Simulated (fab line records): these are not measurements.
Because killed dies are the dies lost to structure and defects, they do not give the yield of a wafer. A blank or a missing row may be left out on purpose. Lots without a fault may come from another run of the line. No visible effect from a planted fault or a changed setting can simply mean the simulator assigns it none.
fab line records    flow n5Finfet    part 1 of 2: steps 1 to 3 of 6
[record] lots = 22  wafers = 66  lastDay = 18
route steps=1938 shown BEOL_M0_CUTY@712 BEOL_M0@742 BEOL_M1@769
lots that met no fault: from a run of the same line without faults
startH: hours from the record's first day to the start of the lot's first wafer shown    waitH: how many hours have passed since the lot's step before this one    " identical to the entry in the row above    L1.1+2: one row covering several wafers at once    - no value, or no start was given    * or withheld: withheld    < > ~ a bound
route shown NAME@n: names a module that has steps shown in the file, with the first one's number in the route    usual: mean and standard deviation over wafers with no fault    same: alike in all rows    chamber/n: place in a boat    sites: readings site by site    _std_site: their standard deviation    _edge_site: outer sites' mean less inner sites'    radiusMm: for every site, how far away it sits from the centre of the wafer    mask NAME#n: copy n    behind: the most recent tool/chamber to have shaped the wafer    hold: the reason the lot was held/the length of the hold in hours/how it ended    device: the transistor (n, p or np) that didn't switch    end of line: the same wafers' tests at the end of the route    a step with no rows: only its recipe    killed: dies lost to structure and defects at the first sort, not the wafer's yield    map: dies across one wafer; x = killed, . = not, _ = none there
set.NAME: the setting that was run; set.NAME@STEP: the one run at that earlier step    model.NAME: the simulator's own value behind a step, which no gauge read
one table for each step of the route and one row for each wafer, over a sample of lots
services: from which hour (startH, from the record's first day; less than 0 if before it) a tool's chamber was out of use, for how many hours, and why
[[steps]]
[step N5_BEOL_M0_CUTY_ETCH_62]
[recipe] chemistry = CF4  target = SiARC  maskMaterial = CAR-ArF-block  timeS = 58.5  ionEnergyEv = 80  pressureMtorr = 40  sourceW = 545  biasW = 36  Ar_flow_sccm = 100  cf4FlowSccm = 100  ends = cleared
[usual] drypumpMotorCurrentA = 5.7/0.65  etchRfOnTimeS = 58.1/1.3  oesProductAu = 0.70/0.075  rfVppV = 183.6/1.1  showerheadPlenumPTorr = 2.11/0.069  throttleValvePct = 15.60/0.25
lot.wafer  tool        chamber  startH  waitH  drypumpMotorCurrentA  etchRfOnTimeS  oesProductAu  rfHoursCounterH  rfVppV  showerheadPlenumPTorr  throttleValvePct
L074.2     rieDiel-06  3        114.24  0.0    6.7                   60.9           0.59          243              184.5   2.10                   15.97
L074.3     "           0        "       "      5.2                   59.5           0.74          37               182.7   2.11                   15.55
L074.4     "           1        "       "      4.8                   58.7           0.72          69               182.7   2.08                   15.56
L075.1     rieDiel-03  2        118.88  0.0    4.8                   56.5           0.83          8                184.5   2.10                   15.13
L075.3     "           0        "       "      5.0                   57.0           0.80          18               184.0   2.19                   15.65
L075.5     "           1        "       "      6.6                   58.4           0.59          -                183.0   2.04                   15.87
L076.1     rieDiel-04  0        127.38  0.0    5.5                   58.2           0.65          126              183.3   2.07                   15.62
L076.2     "           3        "       "      5.6                   56.1           0.76          45               181.8   2.11                   15.75
L076.5     "           3        "       "      5.7                   56.7           0.76          -                183.2   2.11                   15.73
L077.1     rieDiel-06  2        133.83  0.0    5.3                   58.7           0.62          205              182.9   2.04                   15.84
L077.2     "           1        "       "      4.8                   58.2           0.72          76               182.3   2.08                   15.57
L077.3     "           0        "       "      5.1                   59.0           0.74          43               181.9   2.11                   15.57
L078.3     rieDiel-03  0        140.23  0.0    5.0                   58.4           0.78          25               184.7   2.19                   15.69
L078.5     "           0        "       "      5.0                   58.5           0.77          -                184.4   2.19                   15.67
L078.6     "           3        "       "      6.5                   56.9           0.81          -                184.9   2.28                   15.26
L080.2     rieDiel-03  3        154.30  0.0    6.5                   56.7           0.80          12               185.2   2.28                   15.27
L080.4     "           2        "       "      4.8                   56.8           0.79          22               182.5   2.10                   15.16
L080.5     "           2        "       "      4.8                   57.1           0.78          -                184.2   2.10                   15.15
L079.1     rieDiel-06  1        157.02  0.0    4.8                   58.2           0.71          87               183.0   2.08                   15.59
L079.4     "           2        "       "      5.4                   59.8           0.61          216              181.8   2.04                   15.86
L079.6     "           2        "       "      5.4                   59.6           0.61          -                183.0   2.04                   15.85
L081.1     rieDiel-03  2        160.73  0.0    4.8                   57.5           0.78          24               183.0   2.10                   15.16
L081.2     "           1        "       "      6.6                   58.5           0.58          222              183.9   2.04                   15.91
L081.3     "           3        "       "      6.5                   57.0           0.79          14               184.9   2.28                   15.27
L082.1     rieDiel-03  0        165.29  0.0    5.0                   59.2           0.76          34               184.8   2.19                   15.69
L082.3     "           2        "       "      4.8                   57.3           0.78          26               182.0   2.09                   15.17
L082.6     "           3        "       "      6.5                   57.3           0.79          -                185.7   2.27                   15.28
L083.2     rieDiel-03  0        167.24  0.0    5.0                   58.6           0.76          34               184.0   2.19                   15.69
L083.5     "           2        "       "      4.8                   57.4           0.77          -                182.5   2.10                   15.17
L083.6     "           3        "       "      6.5                   56.5           0.80          -                184.7   2.27                   15.27
L084.3     rieDiel-03  1        176.42  0.0    6.6                   58.4           0.59          228              183.0   2.04                   15.90
L084.5     "           0        "       "      5.0                   58.5           0.76          -                184.0   2.19                   15.71
L084.6     "           1        "       "      6.6                   58.1           0.58          -                182.5   2.04                   15.90
L085.1     rieDiel-06  1        180.04  0.0    4.9                   57.9           0.70          95               182.1   2.08                   15.61
L085.2     "           0        "       "      5.2                   59.3           0.71          63               182.0   2.10                   15.61
L085.5     "           2        "       "      5.4                   59.0           0.60          -                182.1   2.04                   15.86
L086.1     rieDiel-06  1        190.81  0.0    4.8                   58.3           0.70          98               183.4   2.07                   15.62
L086.3     "           2        "       "      5.4                   60.1           0.60          228              183.3   2.04                   15.88
L086.4     "           3        "       "      6.6                   59.8           0.80          16               183.1   2.10                   15.52
L087.2     rieDiel-04  1        192.08  0.0    6.1                   56.4           0.73          54               184.2   2.09                   15.40
L087.3     "           0        "       "      5.5                   59.8           0.63          143              182.1   2.06                   15.63
L087.4     "           3        "       "      5.6                   57.6           0.73          69               183.6   2.10                   15.78
L088.2     rieDiel-04  0        198.45  0.0    5.5                   59.5           0.63          145              183.4   2.06                   15.64
L088.5     "           0        "       "      5.5                   59.3           0.63          -                183.7   2.06                   15.64
L088.6     "           1        "       "      6.1                   55.8           0.74          -                184.3   2.09                   15.39
L089.2     rieDiel-03  0        206.74  0.0    5.0                   59.0           0.74          49               182.9   2.18                   15.73
L089.3     "           1        "       "      6.6                   58.0           0.58          238              183.8   2.03                   15.94
L089.6     "           3        "       "      6.5                   56.8           0.76          -                185.9   2.27                   15.30
L090.1     rieDiel-04  2        209.80  0.0    5.8                   58.0           0.59          238              183.9   2.12                   15.95
L090.2     "           1        "       "      6.1                   55.9           0.73          60               182.7   2.09                   15.39
L090.3     "           3        "       "      5.7                   57.2           0.72          75               183.7   2.10                   15.79
L092.1     rieDiel-04  0        226.65  0.0    5.5                   59.8           0.62          151              181.8   2.06                   15.65
L092.4     "           1        "       "      6.1                   56.4           0.72          68               182.7   2.09                   15.41
L092.6     "           2        "       "      5.8                   57.4           0.59          -                184.2   2.12                   15.94
L093.1     rieDiel-04  3        239.42  0.0    5.7                   56.7           0.71          87               184.5   2.09                   15.82
L093.3     "           1        "       "      6.1                   55.7           0.72          72               183.7   2.08                   15.41
L093.5     "           0        "       "      5.5                   59.5           0.62          -                183.2   2.06                   15.65
L095.2     rieDiel-03  0        242.58  0.0    5.0                   58.3           0.73          62               183.6   2.18                   15.74
L095.3     "           2        "       "      4.8                   57.8           0.74          54               182.9   2.09                   15.22
L095.5     "           3        "       "      6.5                   56.8           0.74          -                184.0   2.26                   15.34
L096.2     rieDiel-03  3        246.40  0.0    6.5                   57.6           0.74          45               185.4   2.26                   15.36
L096.4     "           0        "       "      5.0                   59.5           0.72          -                184.9   2.18                   15.74
L096.6     "           3        "       "      6.5                   57.3           0.74          -                185.0   2.26                   15.34
L097.2     rieDiel-04  1        253.84  0.0    6.1                   55.9           0.72          77               182.8   2.08                   15.45
L097.3     "           0        "       "      5.5                   59.1           0.62          162              183.6   2.06                   15.66
L097.6     "           3        "       "      5.7                   57.6           0.70          -                183.1   2.09                   15.83
[step N5_BEOL_M0_ANNEAL_119]
[recipe] tempC = 225  timeS = 90  ambient = N2
[usual] annealTempC = 224.97/0.19  annealTempCMax = 226.3/0.32  wafer_temp_C_max = 225.76/0.23
lot.wafer  tool          chamber  startH  waitH  annealTempC  annealTempCMax  wafer_temp_C_max
L074.2     rtpAnneal-02  0        117.21  0.2    225.04       226.0           226.06
L074.3     "             0        "       "      225.04       226.1           226.12
L074.4     "             0        "       "      224.79       225.8           226.08
L075.1     rtpAnneal-02  0        121.63  0.1    224.80       226.3           225.47
L075.3     "             0        "       "      224.80       225.9           226.26
L075.5     "             0        "       "      224.88       225.8           225.55
L076.1     rtpAnneal-01  0        135.26  0.6    224.86       226.4           225.45
L076.2     "             0        "       "      224.82       226.2           225.73
L076.5     "             0        "       "      224.59       226.5           226.02
L077.1     rtpAnneal-02  0        138.51  0.6    225.08       226.3           225.63
L077.2     "             0        "       "      225.13       226.8           226.11
L077.3     "             0        "       "      225.09       226.0           225.91
L078.3     rtpAnneal-01  0        144.87  0.1    224.82       227.0           225.59
L078.5     "             0        "       "      224.64       226.0           225.50
L078.6     "             0        "       "      224.85       226.2           225.43
L080.2     rtpAnneal-02  0        161.31  0.6    224.57       225.8           225.81
L080.4     "             0        "       "      224.81       226.3           225.70
L080.5     "             0        "       "      224.92       225.9           225.88
L079.1     rtpAnneal-01  0        161.52  0.3    225.28       226.8           225.59
L079.4     "             0        "       "      225.04       226.7           225.32
L079.6     "             0        "       "      225.02       226.8           225.70
L081.1     rtpAnneal-01  0        165.28  0.1    225.21       226.5           225.52
L081.2     "             0        "       "      225.35       226.9           225.71
L081.3     "             0        "       "      225.14       226.3           225.72
L083.2     rtpAnneal-02  0        171.00  0.1    225.08       226.4           226.08
L083.5     "             0        "       "      224.96       225.9           225.91
L083.6     "             0        "       "      224.82       225.7           225.69
L082.1     rtpAnneal-01  0        171.51  0.1    224.98       226.2           225.71
L082.3     "             0        "       "      224.82       226.4           225.98
L082.6     "             0        "       "      224.98       227.1           225.85
L084.3     rtpAnneal-01  0        182.23  0.1    225.04       226.5           225.91
L084.5     "             0        "       "      224.87       226.1           225.79
L084.6     "             0        "       "      225.06       227.1           225.65
L085.1     rtpAnneal-02  0        186.42  0.1    225.21       226.2           225.73
L085.2     "             0        "       "      225.19       226.2           225.85
L085.5     "             0        "       "      225.18       226.3           225.84
L086.1     rtpAnneal-02  0        194.65  0.1    224.92       226.3           225.72
L086.3     "             0        "       "      224.98       226.2           225.85
L086.4     "             0        "       "      224.78       225.7           225.69
L087.2     rtpAnneal-02  0        198.94  0.1    224.79       225.8           225.97
L087.3     "             0        "       "      225.12       226.4           225.80
L087.4     "             0        "       "      224.89       226.3           225.84
L088.2     rtpAnneal-02  0        203.47  0.1    225.52       226.8           226.38
L088.5     "             0        "       "      225.29       226.9           225.81
L088.6     "             0        "       "      225.20       226.6           226.00
L089.2     rtpAnneal-02  0        209.83  0.3    225.15       226.2           225.66
L089.3     "             0        "       "      225.19       226.4           225.95
L089.6     "             0        "       "      225.04       226.2           225.45
L090.1     rtpAnneal-02  0        216.07  0.1    224.77       226.2           225.81
L090.2     "             0        "       "      224.96       226.1           225.57
L090.3     "             0        "       "      224.56       225.9           225.81
L092.1     rtpAnneal-02  0        233.21  0.4    224.68       225.7           225.91
L092.4     "             0        "       "      224.81       225.7           225.97
L092.6     "             0        "       "      224.73       226.0           225.90
L093.1     rtpAnneal-01  0        245.32  0.1    225.19       226.6           225.75
L093.3     "             0        "       "      225.29       226.7           225.64
L093.5     "             0        "       "      225.16       226.6           225.90
L095.2     rtpAnneal-01  0        247.44  0.1    225.04       226.4           226.12
L095.3     "             0        "       "      225.04       226.4           225.32
L095.5     "             0        "       "      225.04       226.5           225.43
L096.2     rtpAnneal-01  0        256.09  0.1    224.91       226.2           225.54
L096.4     "             0        "       "      225.03       226.4           225.87
L096.6     "             0        "       "      225.12       226.5           225.50
L097.2     rtpAnneal-01  0        260.56  0.2    224.78       226.1           225.87
L097.3     "             0        "       "      224.97       226.7           226.36
L097.6     "             0        "       "      224.79       226.3           225.72
[step N5_BEOL_M1_ETCH_63]
[recipe] chemistry = CF4  target = SiARC  targetDepthA = 156  maskMaterial = CAR-EUV  timeS = 26  ionEnergyEv = 80  pressureMtorr = 40  sourceW = 545  biasW = 36  Ar_flow_sccm = 100  cf4FlowSccm = 100  ends = cleared
[usual] drypumpMotorCurrentA = 5.7/0.5  etchRfOnTimeS = 26.2/0.5  oesProductAu = 0.64/0.046  rfVppV = 183.9/1.4  showerheadPlenumPTorr = 2.13/0.071  throttleValvePct = 15.67/0.14
lot.wafer  tool        chamber  startH  waitH  drypumpMotorCurrentA  etchRfOnTimeS  oesProductAu  rfHoursCounterH  rfVppV  showerheadPlenumPTorr  throttleValvePct
L074.2     rieDiel-05  1        119.81  0.0    5.7                   27.0           0.62          157              183.1   2.06                   15.95
L074.3     "           3        "       "      5.6                   25.8           0.62          199              186.3   2.20                   15.62
L074.4     "           2        "       "      5.6                   26.8           0.61          194              184.9   2.21                   15.65
L075.1     rieDiel-02  3        127.38  0.0    5.9                   26.7           0.61          183              183.5   2.05                   15.67
L075.3     "           2        "       "      4.9                   26.1           0.64          172              182.5   2.13                   15.49
L075.5     "           2        "       "      4.9                   25.9           0.63          -                184.3   2.13                   15.50
L076.1     rieDiel-02  1        138.67  0.0    6.2                   25.3           0.63          180              185.0   2.22                   15.65
L076.2     "           0        "       "      5.7                   25.0           0.65          149              184.2   2.15                   15.54
L076.5     "           2        "       "      5.0                   25.8           0.63          -                183.6   2.13                   15.48
L077.1     rieDiel-05  0        141.02  0.0    5.8                   26.1           0.73          61               184.9   2.25                   15.57
L077.2     "           2        "       "      5.6                   26.8           0.62          200              184.7   2.21                   15.65
L077.3     "           1        "       "      5.7                   27.1           0.61          162              182.3   2.06                   15.96
L078.3     rieDiel-02  0        148.53  0.0    5.8                   25.2           0.64          152              182.1   2.15                   15.54
L078.5     "           2        "       "      5.0                   25.9           0.63          -                184.6   2.12                   15.49
L078.6     "           1        "       "      6.2                   25.4           0.63          -                185.4   2.22                   15.66
L080.2     rieDiel-01  2        163.53  0.0    6.0                   26.6           0.62          180              185.5   2.22                   15.84
L080.4     "           3        "       "      5.0                   25.8           0.62          190              183.0   2.05                   15.65
L080.5     "           3        "       "      5.0                   26.0           0.61          -                183.0   2.05                   15.65
L079.1     rieDiel-02  3        163.74  0.0    5.9                   27.1           0.59          194              183.4   2.04                   15.68
L079.4     "           0        "       "      5.7                   25.6           0.64          -                184.8   2.15                   15.56
L079.6     "           3        "       "      5.9                   27.2           0.59          -                181.6   2.04                   15.68
L081.1     rieDiel-02  0        168.92  0.0    5.7                   25.2           0.64          160              183.0   2.15                   15.57
L081.2     "           2        "       "      4.9                   26.3           0.63          184              185.1   2.12                   15.50
L081.3     "           3        "       "      5.9                   26.9           0.59          196              181.9   2.04                   15.68
L083.2     rieDiel-05  2        175.31  0.0    5.6                   26.1           0.61          211              184.8   2.21                   15.68
L083.5     "           2        "       "      5.6                   26.2           0.61          -                184.6   2.21                   15.67
L083.6     "           3        "       "      5.6                   25.7           0.61          -                185.4   2.20                   15.66
L082.1     rieDiel-01  3        175.55  0.0    5.0                   25.8           0.62          194              183.9   2.05                   15.66
L082.3     "           2        "       "      5.9                   26.6           0.62          184              185.0   2.22                   15.84
L082.6     "           3        "       "      5.0                   26.0           0.61          -                182.8   2.05                   15.67
L084.3     rieDiel-01  1        186.82  0.0    6.5                   26.3           0.75          43               183.5   2.17                   15.42
L084.5     "           0        "       "      6.0                   26.1           0.66          -                184.3   2.06                   15.80
L084.6     "           1        "       "      6.5                   26.5           0.76          -                185.6   2.17                   15.41
L085.1     rieDiel-02  2        191.06  0.0    5.0                   25.8           0.63          190              185.1   2.12                   15.52
L085.2     "           0        "       "      5.7                   25.1           0.63          167              185.5   2.14                   15.59
L085.5     "           1        "       "      6.1                   25.5           0.63          -                185.8   2.22                   15.69
L086.1     rieDiel-02  1        196.57  0.0    6.2                   25.6           0.63          195              185.0   2.22                   15.68
L086.3     "           2        "       "      4.9                   25.8           0.63          191              183.3   2.12                   15.52
L086.4     "           0        "       "      5.7                   25.1           0.63          169              183.8   2.14                   15.59
L087.2     rieDiel-01  3        200.72  0.0    5.0                   26.2           0.60          201              181.5   2.05                   15.66
L087.3     "           0        "       "      6.0                   26.1           0.66          155              181.4   2.06                   15.81
L087.4     "           2        "       "      5.9                   26.7           0.61          191              184.1   2.22                   15.87
L088.2     rieDiel-01  2        207.02  0.0    5.9                   26.4           0.61          193              185.7   2.22                   15.87
L088.5     "           2        "       "      5.9                   26.6           0.61          -                184.5   2.22                   15.87
L088.6     "           1        "       "      6.5                   26.4           0.74          -                185.5   2.17                   15.44
L089.2     rieDiel-01  2        212.09  0.0    6.0                   26.5           0.61          196              186.1   2.22                   15.85
L089.3     "           1        "       "      6.5                   26.2           0.74          51               184.6   2.17                   15.45
L089.6     "           3        "       "      5.0                   25.8           0.60          -                183.6   2.05                   15.69
L090.1     rieDiel-01  2        218.31  0.0    5.9                   27.0           0.60          197              186.4   2.22                   15.86
L090.2     "           3        "       "      5.0                   26.0           0.61          207              182.9   2.05                   15.67
L090.3     "           0        "       "      6.0                   26.1           0.66          161              183.5   2.06                   15.82
L092.1     rieDiel-01  2        236.59  0.0    5.9                   26.7           0.61          203              186.6   2.21                   15.88
L092.4     "           1        "       "      6.5                   26.4           0.73          59               185.4   2.17                   15.45
L092.6     "           0        "       "      6.0                   26.0           0.65          -                182.8   2.05                   15.84
L093.1     rieDiel-01  3        251.80  0.0    5.0                   25.7           0.60          216              182.7   2.05                   15.69
L093.3     "           2        "       "      5.9                   26.6           0.61          206              183.7   2.21                   15.86
L093.5     "           0        "       "      6.0                   26.0           0.64          -                182.9   2.05                   15.84
L095.2     rieDiel-05  3        252.40  0.0    5.6                   25.8           0.60          239              185.7   2.19                   15.70
L095.3     "           1        "       "      5.7                   26.9           0.59          195              181.8   2.05                   16.03
L095.5     "           0        "       "      5.9                   25.8           0.70          -                185.6   2.24                   15.65
L096.2     rieDiel-02  2        258.74  0.0    5.0                   26.2           0.61          209              183.8   2.11                   15.55
L096.4     "           0        "       "      5.7                   25.5           0.62          187              183.7   2.14                   15.62
L096.6     "           3        "       "      5.9                   27.0           0.58          -                181.9   2.03                   15.75
L097.2     rieDiel-01  0        264.45  0.0    6.0                   26.4           0.64          173              184.1   2.05                   15.84
L097.3     "           1        "       "      6.5                   26.5           0.72          66               185.0   2.16                   15.48
L097.6     "           3        "       "      5.0                   26.0           0.59          -                183.3   2.04                   15.71
